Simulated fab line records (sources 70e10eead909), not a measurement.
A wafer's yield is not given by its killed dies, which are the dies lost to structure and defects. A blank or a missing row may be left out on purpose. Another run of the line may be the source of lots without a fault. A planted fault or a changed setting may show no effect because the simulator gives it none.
fab line records	flow nandHarc
record lots=11	wafers=33	lastDay=34
route steps=1302 shown A_SLIT@939 A_WL_FILL@957 END@1302
lots that met no fault: taken from a fault-free run of the same line
startH: start of the lot's first displayed wafer, in hours after the record's first day	waitH: time in hours since the lot's previous step	" identical to the entry in the row above	L1.1+2: a row that stands for several wafers	- either no value or no given start	* or withheld: withheld	< > ~ a bound
route shown NAME@n: a module of which the file shows steps, and the number in the route of the first	usual: mean and standard deviation over wafers with no fault	same: alike in all rows	chamber/n: place in a boat	sites: readings site by site	_std_site: the standard deviation of these	_edge_site: inner sites' mean taken away from outer sites' mean	radiusMm: how far each site lies from the wafer's centre	mask NAME#n: copy n	behind: the most recent tool/chamber to have shaped the wafer	hold: what put the lot on hold/how long, in hours/how the hold closed	device: transistor that didn't switch, given as n, p or np	end of line: at the end of the route, the tests of the same wafers	for a step that has no rows: nothing shown but its recipe	killed: the dies lost at the first sort to structure and to defects; this is not the yield of the wafer	map: the dies of a wafer, with x for killed, . for not killed, _ for no die there
set.NAME: the setting that was run; set.NAME@STEP: the one run at that earlier step	model.NAME: the simulator's own value behind a step, which no gauge read
steps of the route over a sample of lots; a table a step, a row a wafer
services: from which hour (startH, from the record's first day; less than 0 if before it) a tool's chamber was out of use, for how many hours, and why
## steps
# step NHARC_A_SLIT_ETCH_17
# recipe biasV=900	sourceW=withheld	pressureMtorr=20	arFlowSccm=375	c4f8FlowSccm=83.3	o2FlowSccm=41.7	timeS=4254.5	targetDepthA=2.03e+05	chemistry=C4F8/O2/Ar
# usual c4f8FlowSccm=83.3/0.3	chamberPressureMTorr=19.999/0.02	drypumpMotorCurrentA=6.0/0.33	oesAirLineAu=1.000/0.022	showerheadPlenumPTorr=3.71/0.11	throttleValvePct=32.045/0.0089
lot.wafer	tool	chamber	startH	waitH	c4f8FlowSccm	chamberPressureMTorr	drypumpMotorCurrentA	oesAirLineAu	rfHoursCounterH	showerheadPlenumPTorr	throttleValvePct
L481.1	harEtch-02	0	462.46	-	83.9	19.976	6.6	1.022	42	3.92	32.040
L481.2	"	1	"	"	83.3	20.011	5.7	0.982	42	3.88	32.035
L481.3	"	0	"	"	83.7	20.022	6.6	1.017	-	3.92	32.054
L482.2	harEtch-01	0	478.00	-	83.0	19.974	5.9	0.995	264	3.64	32.051
L482.3	"	1	479.79	-	83.3	19.956	5.8	0.989	-	3.64	32.038
L482.6	"	0	"	"	83.3	19.996	5.9	0.996	-	3.64	32.049
L484.3	harEtch-01	0	514.13	-	83.0	19.973	5.9	0.945	-	3.64	32.036
L484.4	"	1	"	"	83.6	20.005	5.8	1.012	-	3.64	32.036
L484.5	"	1	515.95	-	83.3	19.957	5.8	1.013	-	3.64	32.042
L487.1	harEtch-02	0	521.63	-	83.2	19.997	6.6	1.018	77	3.90	32.045
L487.5	"	1	523.42	-	83.1	20.004	5.7	1.016	-	3.86	32.040
L487.6	"	0	"	"	82.9	19.997	6.6	1.001	-	3.90	32.040
L486.1	harEtch-01	1	544.26	-	83.7	19.973	5.8	0.990	295	3.63	32.038
L486.4	"	0	"	"	83.5	19.992	5.9	1.004	-	3.63	32.033
L486.3	"	1	"	"	83.0	19.989	5.8	1.006	-	3.63	32.041
L489.1	harEtch-01	1	557.77	-	83.1	20.035	5.8	0.988	306	3.62	32.052
L489.3	"	0	559.60	-	83.7	20.005	5.9	1.005	-	3.62	32.051
L489.6	"	1	"	"	83.5	20.028	5.8	1.012	-	3.62	32.038
L493.1	harEtch-01	1	595.91	-	83.4	20.034	5.8	1.017	329	3.61	32.055
L493.4	"	1	597.12	-	83.0	20.034	5.8	0.954	-	3.61	32.052
L493.5	"	1	598.32	-	83.5	20.010	5.8	1.012	-	3.61	32.052
L495.1	harEtch-01	1	600.42	-	83.1	19.998	5.8	0.985	332	3.61	32.046
L495.2	"	0	"	"	83.3	19.977	6.0	1.032	332	3.61	32.056
L495.3	"	0	602.25	-	83.2	19.993	5.9	1.006	-	3.61	32.039
L498.2	harEtch-01	1	654.90	-	83.4	19.963	5.8	0.969	363	3.59	32.029
L498.4	"	1	656.12	-	83.8	19.986	5.8	0.990	-	3.59	32.047
L498.6	"	1	657.34	-	83.6	20.020	5.8	0.957	-	3.59	32.033
L502.2	harEtch-02	0	682.90	-	83.2	19.975	6.6	1.009	169	3.84	32.046
L502.1	"	1	"	"	83.6	20.012	5.7	0.988	169	3.81	32.025
L502.5	"	0	685.30	-	83.1	20.011	6.6	1.016	-	3.84	32.055
L501.1	harEtch-01	1	684.02	-	83.4	19.998	5.8	1.039	378	3.58	32.042
L501.4	"	1	685.24	-	83.1	19.983	5.8	1.038	-	3.58	32.047
L501.6	"	1	686.47	-	83.3	20.003	5.8	1.038	-	3.58	32.043
# step NHARC_A_SLIT_ETCH_29
# recipe targetDepthA=1000	overetchA=100	timeS=55	ionEnergyEv=100	cf4FlowSccm=80	o2FlowSccm=20	arFlowSccm=0	rfW=300	biasW=100	chemistry=CF4/O2
# usual chamberPressureMTorr=30.004/0.028	drypumpMotorCurrentA=5.89/0.3	oes_o_777_au=1.000/0.0044	oesProductAu=0.997/0.0086	rfVppV=197.6/1.6	showerheadPlenumPTorr=1.33/0.064	throttleValvePct=13.397/0.0092
lot.wafer	tool	chamber	startH	waitH	chamberPressureMTorr	drypumpMotorCurrentA	oes_o_777_au	oesProductAu	rfHoursCounterH	rfVppV	showerheadPlenumPTorr	throttleValvePct
L481.2	rieDiel-12	2	466.97	0.1	30.010	5.61	1.005	0.997	1	196.3	1.34	13.389
L481.1	"	3	"	"	29.999	5.78	0.998	1.000	2	196.2	1.24	13.395
L481.3	"	1	"	"	30.001	6.21	1.003	0.988	2	197.6	1.26	13.387
L482.2	rieDiel-12	0	482.46	0.1	30.044	5.97	1.011	1.004	2	196.1	1.26	13.405
L482.3	"	2	"	"	30.044	5.59	1.000	0.987	2	198.0	1.34	13.396
L482.6	"	0	"	"	30.091	5.96	1.000	1.000	-	195.8	1.26	13.393
L484.4	rieDiel-12	3	517.44	0.1	29.993	5.75	1.006	0.992	3	195.5	1.24	13.412
L484.3	"	1	"	"	30.017	6.19	1.007	0.987	4	196.4	1.26	13.396
L484.5	"	2	"	"	29.988	5.60	0.992	0.998	-	196.7	1.34	13.404
L487.1	rieDiel-12	1	525.50	0.1	29.989	6.20	0.999	0.988	5	196.5	1.26	13.399
L487.5	"	1	"	"	29.984	6.20	0.998	0.993	-	196.3	1.26	13.396
L487.6	"	2	"	"	30.020	5.59	0.997	0.996	-	198.2	1.34	13.382
L486.1	rieDiel-10	0	548.17	0.1	30.018	6.18	1.008	0.990	9	196.9	1.35	13.406
L486.3	"	1	"	"	30.031	6.06	1.008	1.000	7	195.7	1.25	13.399
L486.4	"	2	"	"	30.019	5.99	1.003	0.997	7	199.3	1.39	13.401
L489.3	rieDiel-10	3	562.31	0.1	29.988	6.09	0.996	0.999	9	198.2	1.35	13.391
L489.1	"	0	"	"	30.038	6.22	0.997	0.992	10	197.5	1.35	13.383
L489.6	"	3	"	"	30.004	6.09	1.001	0.994	-	198.2	1.35	13.402
L493.1	rieDiel-12	2	599.87	0.1	30.044	5.61	1.003	0.993	10	197.5	1.34	13.409
L493.4	"	3	"	"	30.008	5.75	0.998	0.998	10	197.2	1.24	13.399
L493.5	"	1	"	"	30.058	6.21	1.013	1.006	-	195.5	1.26	13.407
L495.1	rieDiel-12	3	605.00	0.1	30.005	5.76	0.994	0.992	10	194.0	1.24	13.409
L495.2	"	0	"	"	29.989	5.95	1.001	1.003	11	197.0	1.26	13.407
L495.3	"	1	"	"	30.046	6.22	1.003	1.004	11	195.6	1.26	13.384
L498.4	rieDiel-04	0	659.45	0.1	29.969	5.46	1.005	0.997	8	198.6	1.37	13.412
L498.2	"	2	"	"	30.020	5.63	1.005	1.001	8	197.3	1.37	13.390
L498.6	"	0	"	"	30.012	5.44	1.002	0.992	-	197.9	1.37	13.387
L502.1	rieDiel-04	3	687.40	0.1	30.000	6.47	0.997	0.979	9	199.7	1.43	13.397
L502.2	"	1	"	"	30.012	5.40	0.996	1.007	10	198.9	1.43	13.384
L502.5	"	3	"	"	29.977	6.47	0.994	0.985	-	200.3	1.43	13.405
L501.1	rieDiel-10	0	687.97	0.1	29.995	6.23	0.993	1.002	4	198.9	1.35	13.399
L501.4	"	1	"	"	29.991	6.11	0.998	0.992	5	194.8	1.25	13.401
L501.6	"	1	"	"	30.018	6.09	0.998	0.998	-	194.9	1.25	13.400
# step NHARC_A_WL_FILL_ETCHBACK_04
# recipe targetDepthA=600	timeS=120	chemistry=NF3
# usual chamberPressureMTorr=300.00/0.26	drypumpMotorCurrentA=5.9/0.37	oesProductAu=0.999/0.011
lot.wafer	tool	chamber	startH	waitH	chamberPressureMTorr	drypumpMotorCurrentA	oesProductAu	rfHoursCounterH
L481.2	rieMetal-01	0	475.05	0.3	299.53	6.6	0.992	1.4
L481.1	"	1	"	"	299.79	6.1	0.991	1.4
L481.3	"	1	"	"	299.76	6.1	1.000	-
L482.2	rieMetal-02	0	490.98	0.3	299.89	6.0	1.014	0.5
L482.3	"	1	"	"	300.02	5.4	1.007	-
L482.6	"	0	"	"	299.92	6.0	1.023	-
L484.4	rieMetal-02	0	525.98	0.2	299.82	6.0	1.018	-
L484.3	"	1	"	"	300.00	5.4	1.004	-
L484.5	"	0	"	"	300.09	5.9	1.011	-
L487.1	rieMetal-01	1	533.65	0.4	299.78	6.1	0.991	2.2
L487.5	"	0	"	"	300.19	6.6	0.993	-
L487.6	"	1	"	"	299.95	6.1	0.998	-
L486.1	rieMetal-01	0	556.89	0.4	300.29	6.6	0.996	2.7
L486.3	"	1	"	"	300.15	6.1	1.001	-
L486.4	"	0	"	"	299.86	6.6	0.990	-
L489.1	rieMetal-02	1	570.94	0.3	299.74	5.4	0.991	2.2
L489.3	"	1	"	"	299.76	5.4	0.996	-
L489.6	"	0	"	"	299.90	5.9	1.012	-
L493.1	rieMetal-01	0	608.59	0.4	-	-	-	-
L493.4	"	1	"	"	-	-	-	-
L493.5	"	0	"	"	-	-	-	-
L495.2	rieMetal-03	1	613.22	0.3	-	-	-	-
L495.1	"	0	"	"	-	-	-	-
L495.3	"	1	"	"	-	-	-	-
L498.2	rieMetal-02	1	666.58	0.3	300.36	5.4	1.008	0.3
L498.4	"	1	"	"	300.41	5.4	1.009	-
L498.6	"	1	"	"	299.97	5.4	1.003	-
L501.1	rieMetal-01	0	696.49	0.4	300.37	6.6	0.987	1.8
L501.4	"	1	"	"	300.65	6.1	0.991	-
L501.6	"	0	"	"	299.61	6.6	0.980	-
L502.2	rieMetal-02	0	696.51	0.3	299.96	6.0	1.011	1.0
L502.1	"	1	"	"	300.03	5.3	1.006	1.0
L502.5	"	0	"	"	300.06	5.9	0.997	-
# step NHARC_A_WL_FILL_STRIP_29
# recipe timeS=20	o2FlowSccm=500	arFlowSccm=0	biasW=0	chemistry=O2
# usual chamberPressureMTorr=60.00/0.053	drypumpMotorCurrentA=5.9/0.54	oesProductAu=1.001/0.0095	rfVppV=57.9/0.92	showerheadPlenumPTorr=3.55/0.15	throttleValvePct=17.035/0.0093
lot.wafer	tool	chamber	startH	waitH	chamberPressureMTorr	drypumpMotorCurrentA	oesProductAu	rfHoursCounterH	rfVppV	showerheadPlenumPTorr	throttleValvePct
L481.2	rieDiel-05	1	485.07	0.1	59.92	5.7	0.993	3.6	57.8	3.35	17.041
L481.3	"	3	"	"	59.99	6.3	0.994	3.3	58.5	3.40	17.033
L481.1	"	0	"	"	60.01	5.5	0.977	3.8	58.8	3.72	17.046
L482.3	rieDiel-05	1	503.18	0.1	59.89	5.7	1.000	4.8	57.1	3.35	17.037
L482.2	"	0	"	"	59.98	5.6	0.996	4.9	58.6	3.72	17.030
L482.6	"	2	"	"	60.00	6.2	1.004	-	59.0	3.63	17.030
L484.4	rieDiel-07	0	535.96	0.1	59.89	5.0	0.997	2.1	58.6	3.64	17.032
L484.3	"	3	"	"	59.92	5.1	1.010	1.5	56.9	3.76	17.031
L484.5	"	1	"	"	59.99	5.4	1.011	-	57.8	3.44	17.021
L487.1	rieDiel-05	3	546.47	0.1	59.94	6.3	0.990	6.9	55.3	3.39	17.033
L487.5	"	2	"	"	60.11	6.2	1.013	-	58.8	3.63	17.044
L487.6	"	3	"	"	59.98	6.3	0.986	-	57.0	3.39	17.017
L486.3	rieDiel-07	3	570.35	0.1	60.00	5.1	0.993	2.6	57.6	3.76	17.026
L486.4	"	0	"	"	59.97	5.1	0.993	3.0	59.4	3.64	17.050
L486.1	"	1	"	"	59.96	5.4	1.012	2.9	57.5	3.43	17.045
L489.1	rieDiel-06	3	581.47	0.1	59.95	5.9	0.981	2.0	56.9	3.38	17.017
L489.3	"	0	"	"	60.09	6.5	0.999	2.2	57.9	3.70	17.025
L489.6	"	2	"	"	60.00	6.7	1.018	-	57.6	3.42	17.034
L493.1	rieDiel-05	1	620.30	0.1	59.92	5.7	0.990	0.8	57.7	3.35	17.049
L493.4	"	2	"	"	59.98	6.2	1.016	0.8	57.7	3.63	17.035
L493.5	"	2	"	"	59.99	6.2	1.014	-	58.9	3.63	17.037
L495.3	rieDiel-06	1	623.79	0.1	59.99	6.2	0.988	3.3	57.8	3.69	17.041
L495.2	"	3	"	"	60.04	6.0	0.995	3.1	55.6	3.38	17.024
L495.1	"	0	"	"	59.98	6.5	1.001	2.4	58.4	3.70	17.037
L498.2	rieDiel-07	2	677.88	0.1	60.01	6.5	0.994	0.3	58.6	3.55	17.024
L498.4	"	3	"	"	59.94	5.1	0.998	0.4	58.6	3.76	17.018
L498.6	"	2	"	"	60.01	6.5	0.987	-	58.5	3.55	17.051
L501.1	rieDiel-05	1	707.89	0.1	60.13	5.7	0.985	6.4	57.9	3.34	17.032
L501.4	"	2	"	"	59.95	6.1	1.015	6.7	58.5	3.63	17.025
L501.6	"	1	"	"	59.94	5.7	0.989	-	58.4	3.34	17.033
L502.1	rieDiel-06	3	707.90	0.1	60.02	6.0	1.009	1.0	56.7	3.37	17.046
L502.2	"	1	"	"	59.93	6.3	1.015	1.2	57.9	3.69	17.032
L502.5	"	3	"	"	60.02	5.9	1.006	-	57.7	3.37	17.036
# step NHARC_END_SORT_01
# recipe tempC=25
# usual killedAtArray=55/17	killedAtOther=1.1/1.6	killedAtPeriphery=3.8/2.5	killedDies=60/18	killedOpen=3.3/1.9	killedShort=2.5/1.7
# same grossDies=677
lot.wafer	tool	chamber	startH	waitH	killedAtArray	killedAtOther	killedAtPeriphery	killedDies	killedOpen	killedShort
L493.1	prober-01	0	703.56	2.5	671	1	5	677	4	5
L493.4	prober-01	0	705.92	3.4	672	1	4	677	6	0
L493.5	prober-01	0	706.70	3.6	674	1	2	677	0	3
L495.1	prober-02	0	707.68	2.5	672	0	5	677	5	1
L495.2	prober-02	0	708.49	2.8	666	0	11	677	3	2
L495.3	prober-02	0	709.29	3.1	666	0	11	677	7	2
# killed by level:class
L493.1 A_WL_FILL:areaEtchback=614 A_SLIT:chamberFilmFlake=28 A_CHANNEL_FILL_D2:chamberFilmFlake=5 A_CONTACT:chamberFilmFlake=4 A_CHANNEL_HOLE_D1:chamberFilmFlake=4 A_CHANNEL_FILL_D2:geometricParticle:open=2 A_CHANNEL_FILL_D2:geometricParticle:short=2 P_M2:chamberFilmFlake=2
L493.4 A_WL_FILL:areaEtchback=620 A_SLIT:chamberFilmFlake=35 A_CONTACT:chamberFilmFlake=5 A_CHANNEL_HOLE_D1:chamberFilmFlake=4 A_STAIRCASE:chamberFilmFlake=3 P_M0:geometricParticle:open=2 P_CONTACT:geometricParticle:open=1 A_SOURCE_PLATE:geometricParticle:open=1
L493.5 A_WL_FILL:areaEtchback=627 A_SLIT:chamberFilmFlake=30 A_CHANNEL_HOLE_D1:chamberFilmFlake=5 A_CHANNEL_FILL_D2:chamberFilmFlake=3 P_M2:chamberFilmFlake=2 A_DECK1_JOINT:chamberFilmFlake=2 A_DECK1_JOINT:geometricParticle:short=1 A_CHANNEL_FILL_D2:geometricParticle:short=1
L495.1 A_WL_FILL:areaEtchback=607 A_SLIT:chamberFilmFlake=31 A_CHANNEL_HOLE_D1:chamberFilmFlake=10 A_CONTACT:chamberFilmFlake=4 P_M2:chamberFilmFlake=3 A_DECK1_JOINT:chamberFilmFlake=3 A_BONDPAD:chamberFilmFlake=3 P_GATE:chamberFilmFlake=2
L495.2 A_WL_FILL:areaEtchback=611 A_SLIT:chamberFilmFlake=17 A_CHANNEL_HOLE_D1:chamberFilmFlake=12 A_STAIRCASE:chamberFilmFlake=8 P_GATE:chamberFilmFlake=6 P_M2:chamberFilmFlake=5 A_CHANNEL_FILL_D2:chamberFilmFlake=5 A_CONTACT:chamberFilmFlake=5
L495.3 A_WL_FILL:areaEtchback=612 A_SLIT:chamberFilmFlake=16 A_CHANNEL_HOLE_D1:chamberFilmFlake=12 A_STAIRCASE:chamberFilmFlake=6 P_M2:chamberFilmFlake=5 A_CONTACT:chamberFilmFlake=5 P_CONTACT:geometricParticle:open=3 A_ZERO_WELL:chamberFilmFlake=3
## services
tool	chamber	startH	hours	kind
rieDiel-12	-	445.40	9.0	pm
rieMetal-02	-	450.72	0.6	repair
rieMetal-02	-	454.00	9.0	pm
rieDiel-10	1	454.23	1.6	repair
rieDiel-07	-	471.37	9.0	pm
rieDiel-06	-	484.20	9.0	pm
rieDiel-06	3	502.73	8.8	repair
rieDiel-12	-	512.49	0.4	repair
rieDiel-06	3	519.40	1.7	repair
rieDiel-07	3	523.40	4.1	repair
rieDiel-10	2	523.57	7.0	repair
rieDiel-06	2	525.84	4.0	repair
rieDiel-12	2	549.42	5.1	repair
rieMetal-01	-	554.46	1.6	repair
rieDiel-07	0	572.60	3.6	repair
rieMetal-01	-	575.00	9.0	pm
rieDiel-10	-	581.45	0.2	repair
rieDiel-05	-	583.60	9.0	pm
rieDiel-06	0	586.04	16.4	repair
rieDiel-12	0	605.56	8.4	repair
rieMetal-01	1	606.74	1.8	repair
rieDiel-05	3	618.56	1.4	repair
rieDiel-12	-	622.40	9.0	pm
rieMetal-02	-	631.00	9.0	pm
## key
firstSign step=NHARC_A_WL_FILL_ETCHBACK_04	reading=toolRecord	direction=missing
effect step=NHARC_END_SORT_01	reading=killedAtArray	direction=up	sigmas=35	usual=55	struck=670
moreKillsBornAt NHARC_A_WL_FILL_ETCHBACK_04@rieMetal-01=1858	NHARC_A_WL_FILL_ETCHBACK_04@rieMetal-03=1830
metAt NHARC_A_WL_FILL_ETCHBACK_04
struckLots L493,L495
laterRowsLeftOut L493.1,L493.4,L493.5,L495.1,L495.2,L495.3
testerLeftOut L493,L495
notActingAt NHARC_A_SLIT_ETCH_17,NHARC_A_SLIT_ETCH_29,NHARC_A_WL_FILL_STRIP_29
onsetBetween 556.89 608.59
fault kind=skippedStepWhole	tool=rieMetal-01,rieMetal-03	chamber=-	onsetH=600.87	steps=NHARC_A_WL_FILL_ETCHBACK_04	scope=struckLotsOnly
# testerLeftOut: of these lots the tester's yield and bins aren't shown, on N5 and GAA mostly nor the transistor test; their killed dies are dies lost to structure and defects alone, not to doping, threshold or leakage, so they don't give the yield
# laterRowsLeftOut: the simulator's readings of these wafers behind a module that went badly wrong aren't trusted and aren't shown, but for the sort
